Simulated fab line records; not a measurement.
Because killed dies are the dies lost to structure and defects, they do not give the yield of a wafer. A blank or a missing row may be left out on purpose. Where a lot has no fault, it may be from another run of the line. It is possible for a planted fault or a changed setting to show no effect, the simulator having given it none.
Which tool is to blame? :: flow n5-finfet :: Sampling: 12 lots, 36 wafers, 3 of 1938 route steps

WHAT THE GAUGES READ, wafer by wafer
N5_BEOL_M0_CUTY_CD_MEAS_57 targets a cd of 200 nm.
lot: L075
measured: day 6 05:44
on: cd-sem-02
cd-nm (nm): 200.0 201.6 201.5

lot: L077
measured: day 7 01:16
on: cd-sem-03
cd-nm (nm): 198.9 199.0 199.7

lot: L079
measured: day 7 09:08
on: cd-sem-01
cd-nm (nm): 200.4 200.4 200.2

lot: L081
measured: day 7 13:59
on: cd-sem-02
cd-nm (nm): 200.6 199.6 201.4

lot: L083
measured: day 7 20:36
on: cd-sem-03
cd-nm (nm): 201.2 200.9 200.1

lot: L085
measured: day 8 15:18
on: cd-sem-03
cd-nm (nm): 199.8 198.8 200.9

lot: L087
measured: day 8 23:05
on: cd-sem-01
cd-nm (nm): 200.1 199.7 200.8

lot: L089
measured: day 9 14:49
on: cd-sem-01
cd-nm (nm): 197.6 198.0 197.8

lot: L091
measured: day 10 02:40
on: cd-sem-03
cd-nm (nm): 199.4 199.5 199.0

lot: L093
measured: day 10 13:52
on: cd-sem-01
cd-nm (nm): 201.7 201.3 200.3

lot: L094
measured: day 11 06:33
on: cd-sem-02
cd-nm (nm): 201.0 201.3 200.8

lot: L097
measured: day 11 11:53
on: cd-sem-01
cd-nm (nm): 199.6 199.6 199.5

WHICH TOOL RAN EACH LOT (tool, then ch and the chambers of the sampled wafers, then the start)
lot: L075
N5_BEOL_M0_SAQP_ETCH_106: rie-diel-04 ch 0,2,3, day 6 02:31
N5_BEOL_M0_SAQP_ETCH_73: rie-diel-04 ch 0,2,3, day 6 04:23

lot: L077
N5_BEOL_M0_SAQP_ETCH_106: rie-diel-02 ch 1,2,3, day 6 20:41
N5_BEOL_M0_SAQP_ETCH_73: rie-diel-03 ch 0,1,3, day 7 00:01

lot: L079
N5_BEOL_M0_SAQP_ETCH_106: rie-diel-04 ch 1,2,3, day 7 05:44
N5_BEOL_M0_SAQP_ETCH_73: rie-diel-04 ch 0,2, day 7 07:57

lot: L081
N5_BEOL_M0_SAQP_ETCH_106: rie-diel-03 ch 0,1,3, day 7 11:11
N5_BEOL_M0_SAQP_ETCH_73: rie-diel-03 ch 1,2,3, day 7 12:43

lot: L083
N5_BEOL_M0_SAQP_ETCH_106: rie-diel-02 ch 0,1,3, day 7 17:37
N5_BEOL_M0_SAQP_ETCH_73: rie-diel-03 ch 2,3, day 7 19:28

lot: L085
N5_BEOL_M0_SAQP_ETCH_106: rie-diel-04 ch 0,2, day 8 11:15
N5_BEOL_M0_SAQP_ETCH_73: rie-diel-03 ch 0,1,3, day 8 13:01

lot: L087
N5_BEOL_M0_SAQP_ETCH_106: rie-diel-02 ch 0,2,3, day 8 19:05
N5_BEOL_M0_SAQP_ETCH_73: rie-diel-04 ch 0,1,2, day 8 21:01

lot: L089
N5_BEOL_M0_SAQP_ETCH_106: rie-diel-04 ch 0,1,3, day 9 11:53
N5_BEOL_M0_SAQP_ETCH_73: rie-diel-04 ch 1,2, day 9 13:41

lot: L091
N5_BEOL_M0_SAQP_ETCH_106: rie-diel-04 ch 0,1,2, day 9 23:36
N5_BEOL_M0_SAQP_ETCH_73: rie-diel-02 ch 0,2,3, day 10 01:27

lot: L093
N5_BEOL_M0_SAQP_ETCH_106: rie-diel-03 ch 1,2,3, day 10 10:47
N5_BEOL_M0_SAQP_ETCH_73: rie-diel-02 ch 1,2,3, day 10 12:44

lot: L094
N5_BEOL_M0_SAQP_ETCH_106: rie-diel-03 ch 1,2, day 11 03:22
N5_BEOL_M0_SAQP_ETCH_73: rie-diel-04 ch 0,1, day 11 05:18

lot: L097
N5_BEOL_M0_SAQP_ETCH_106: rie-diel-03 ch 1,3, day 11 09:02
N5_BEOL_M0_SAQP_ETCH_73: rie-diel-04 ch 0,2,3, day 11 10:46
- N5_BEOL_M0_SAQP_ETCH_106: etches SOC in N2/H2, stops on SiNx, target depth 150 nm.
- N5_BEOL_M0_SAQP_ETCH_73: etches SiARC in CF4, target depth 19.5 nm, time 32.5 s.

THE ANSWER, worked out from the rows above alone
Rule: what is usual is taken from the lots themselves. Put in order of their means at a reading, lots are off if they are a third of the lots or fewer, leave a main group of 4 or more, and stand apart from it by a gap of 3 or more times the standard deviation of the main group's means; of several such gaps the widest counts. A main group whose means are all the same, to the digits that the tables above print for the reading, isn't used. A lot without any number at a reading at which 4 lots or more have one is off too. The other lots that the step has rows for count as sound.
No lot is off on any of the readings shown, so nothing can be concluded from this.

WHAT THE SIMULATOR PUT IN
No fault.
